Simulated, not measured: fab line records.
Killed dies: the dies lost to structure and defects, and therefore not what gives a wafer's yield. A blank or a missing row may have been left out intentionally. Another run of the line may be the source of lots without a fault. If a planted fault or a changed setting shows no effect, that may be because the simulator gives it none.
Which tool is to blame? | flow nand_harc | 14 lots with 42 wafers sampled at 5 steps, on a route of 1302 steps

WHAT THE GAUGES READ, wafer by wafer
NHARC_THIN_TSV_CD_MEAS_37. Usual: cd_nm 5000 nm, standard deviation 3.1.
lot  | measured     | on        | cd_nm (nm)     | flag
L208 | day 24 06:45 | cd_sem-01 | 5000 4998 5003 |
L209 | day 24 02:26 | cd_sem-01 | 5001 5001 5000 |
L210 | day 24 16:35 | cd_sem-02 | 4999 4994 5003 |
L211 | day 25 07:19 | cd_sem-02 | 4999 4998 4996 |
L212 | day 25 06:03 | cd_sem-01 | 4996 4995 4998 |
L215 | day 26 15:01 | cd_sem-03 | 5000 5004 5005 |
L221 | day 29 17:14 | cd_sem-02 | 5001 5001 5002 |
L222 | day 29 18:43 | cd_sem-03 | 4997 4997 5001 |
L223 | day 31 08:43 | cd_sem-01 | 4998 4995 5001 |
L224 | day 31 09:51 | cd_sem-03 | 4998 4996 4998 |
L227 | day 32 11:40 | cd_sem-02 | 5004 5003 5000 |
L229 | day 34 07:31 | cd_sem-01 | 4998 5001 5002 |
L230 | day 33 04:09 | cd_sem-01 | 4999 5000 4999 |
L231 | day 33 15:18 | cd_sem-02 | 5003 5008 5002 |

NHARC_END_SORT_01. Usual: for defect_limited_yield, 90 % with a standard deviation of 4.1; for killed_at_array, 63 with a standard deviation of 27; for killed_at_other, 0.7 with a standard deviation of 1.2; for killed_at_periphery, 3.1 with a standard deviation of 2; for killed_dies, 67 with a standard deviation of 28; for killed_open, 3.0 with a standard deviation of 1.9; for killed_short, 2.2 with a standard deviation of 1.5.
lot  | measured     | on        | defect_limited_yield (%) | killed_at_array | killed_at_other | killed_at_periphery | killed_dies | killed_open | killed_short | flag
L221 | day 30 03:15 | prober-01 | 64 94 63                 | 32 37 28        | 0 1 1           | 213 1 221           | 245 39 250  | 1 3 2       | 2 2 0        | OFF
L222 | day 30 03:14 | prober-02 | 57 61 91                 | 48 46 54        | 0 0 0           | 245 215 5           | 293 261 59  | 1 2 3       | 3 0 1        | OFF

TOOL THAT RAN EACH LOT (tool first, then ch and the chambers of the sampled wafers, then the start)
lot  | NHARC_P_M1_ECD_22              | NHARC_THIN_TSV_STRIP_45              | NHARC_THIN_TSV_STRIP_56
L208 | ecd_cu-01 ch 0,1, day 6 06:51  | plasma_asher-02 ch 0,1, day 24 00:20 | plasma_asher-02 ch 0,1, day 24 05:57
L209 | ecd_cu-01 ch 0,1, day 6 22:12  | plasma_asher-02 ch 0,1, day 23 20:11 | plasma_asher-02 ch 0,1, day 24 01:38
L210 | ecd_cu-02 ch 0,1, day 6 23:03  | plasma_asher-02 ch 0,1, day 24 10:25 | plasma_asher-01 ch 0,1, day 24 15:52
L211 | ecd_cu-01 ch 0,1, day 7 15:03  | plasma_asher-02 ch 0,1, day 25 00:44 | plasma_asher-02 ch 0,1, day 25 06:32
L212 | ecd_cu-02 ch 0,1, day 7 20:02  | plasma_asher-02 ch 0,1, day 24 23:46 | plasma_asher-02 ch 0,1, day 25 05:18
L215 | ecd_cu-01 ch 0,1, day 9 03:02  | plasma_asher-01 ch 0,1, day 26 08:26 | plasma_asher-02 ch 0,1, day 26 14:16
L221 | ecd_cu-02 ch 0,1, day 11 15:52 | plasma_asher-01 ch 0,1, day 29 11:02 | plasma_asher-01 ch 0,1, day 29 16:26
L222 | ecd_cu-02 ch 0,1, day 12 05:49 | plasma_asher-01 ch 0,1, day 29 12:13 | plasma_asher-02 ch 0,1, day 29 17:56
L223 | ecd_cu-01 ch 0,1, day 13 02:12 | plasma_asher-02 ch 0,1, day 31 02:32 | plasma_asher-01 ch 0,1, day 31 07:58
L224 | ecd_cu-01 ch 0,1, day 13 03:26 | plasma_asher-02 ch 0, day 31 03:31   | plasma_asher-02 ch 0,1, day 31 09:06
L227 | ecd_cu-01 ch 0,1, day 14 01:32 | plasma_asher-02 ch 0,1, day 32 05:22 | plasma_asher-01 ch 0,1, day 32 10:52
L229 | ecd_cu-01 ch 0,1, day 15 08:19 | plasma_asher-01 ch 0, day 34 01:02   | plasma_asher-02 ch 0,1, day 34 06:46
L230 | ecd_cu-01 ch 0, day 15 11:33   | plasma_asher-01 ch 0,1, day 32 21:55 | plasma_asher-01 ch 0,1, day 33 03:25
L231 | ecd_cu-01 ch 0,1, day 15 18:34 | plasma_asher-01 ch 0,1, day 33 08:39 | plasma_asher-01 ch 0,1, day 33 14:31
- NHARC_P_M1_ECD_22: material Cu, target thk 400 nm.
- NHARC_THIN_TSV_STRIP_45: strips in O2.
- NHARC_THIN_TSV_STRIP_56: strips in O2.

AS READ BY THE TOOLS THEMSELVES (means over the sampled wafers that have a number; for cases with no such wafer, the mark the record gives instead)
NHARC_THIN_TSV_STRIP_45. Usual: drypump_motor_current_A 5.6 A, standard deviation 0.5; heater_power_w 351 W, standard deviation 46.
lot  | tool            | drypump_motor_current_A (A) | heater_power_w (W) | flag
L208 | plasma_asher-02 | 5.3                         | 354                |
L209 | plasma_asher-02 | 5.3                         | 361                |
L210 | plasma_asher-02 | 5.7                         | 357                |
L211 | plasma_asher-02 | 5.3                         | 355                |
L212 | plasma_asher-02 | 5.7                         | 355                |
L215 | plasma_asher-01 | 5.7                         | 370                |
L221 | plasma_asher-01 | 5.7                         | 368                |
L222 | plasma_asher-01 | 5.7                         | 370                |
L223 | plasma_asher-02 | 5.7                         | 347                |
L224 | plasma_asher-02 | 6.0                         | 354                |
L227 | plasma_asher-02 | 5.4                         | 348                |
L229 | plasma_asher-01 | 6.3                         | 280                |
L230 | plasma_asher-01 | 5.7                         | 383                |
L231 | plasma_asher-01 | 5.7                         | 386                |

NHARC_THIN_TSV_STRIP_56. Usual: drypump_motor_current_A 5.7 A, standard deviation 0.5; heater_power_w 351 W, standard deviation 50.
lot  | tool            | drypump_motor_current_A (A) | heater_power_w (W) | flag
L208 | plasma_asher-02 | 5.7                         | 358                |
L209 | plasma_asher-02 | 5.7                         | 351                |
L210 | plasma_asher-01 | 5.7                         | 370                |
L211 | plasma_asher-02 | 5.3                         | 354                |
L212 | plasma_asher-02 | 5.3                         | 357                |
L215 | plasma_asher-02 | 5.3                         | 349                |
L221 | plasma_asher-01 | 6.0                         | 322                |
L222 | plasma_asher-02 | 5.7                         | 348                |
L223 | plasma_asher-01 | 5.7                         | 381                |
L224 | plasma_asher-02 | 5.7                         | 348                |
L227 | plasma_asher-01 | 6.0                         | 332                |
L229 | plasma_asher-02 | 5.3                         | 362                |
L230 | plasma_asher-01 | 6.0                         | 332                |
L231 | plasma_asher-01 | 5.7                         | 386                |

THE ANSWER, worked out from the rows above alone
Rule: a lot is off if the mean of its wafers that have a number lies more than 3 standard deviations from the usual mean. A lot without any number at a reading at which 4 lots or more have one is off too. The other lots that the step has rows for count as sound. The gauges are gone through in route order, then the tools' own readings, and for those a lot's mean is taken as printed above. The first step at which some lot is off is used, and at that step the reading that is off furthest; a lot without a number counts as furthest.
Off: L221, L222, at NHARC_END_SORT_01 (killed_at_periphery). Neither off nor sound, because the step has no rows for them: L208, L209, L210, L211, L212, L215, L223, L224, L227, L229, L230, L231.
A tool fits if, at a process step before that reading, it ran every lot that is off, and no sound lot after the first of them. Those tools and the gauges at NHARC_END_SORT_01 are tried in the same way. This does not decide it: 2 tools fit, namely ecd_cu-02 at NHARC_P_M1_ECD_22 and plasma_asher-01 at NHARC_THIN_TSV_STRIP_45.

WHAT THE SIMULATOR HAD INSERTED
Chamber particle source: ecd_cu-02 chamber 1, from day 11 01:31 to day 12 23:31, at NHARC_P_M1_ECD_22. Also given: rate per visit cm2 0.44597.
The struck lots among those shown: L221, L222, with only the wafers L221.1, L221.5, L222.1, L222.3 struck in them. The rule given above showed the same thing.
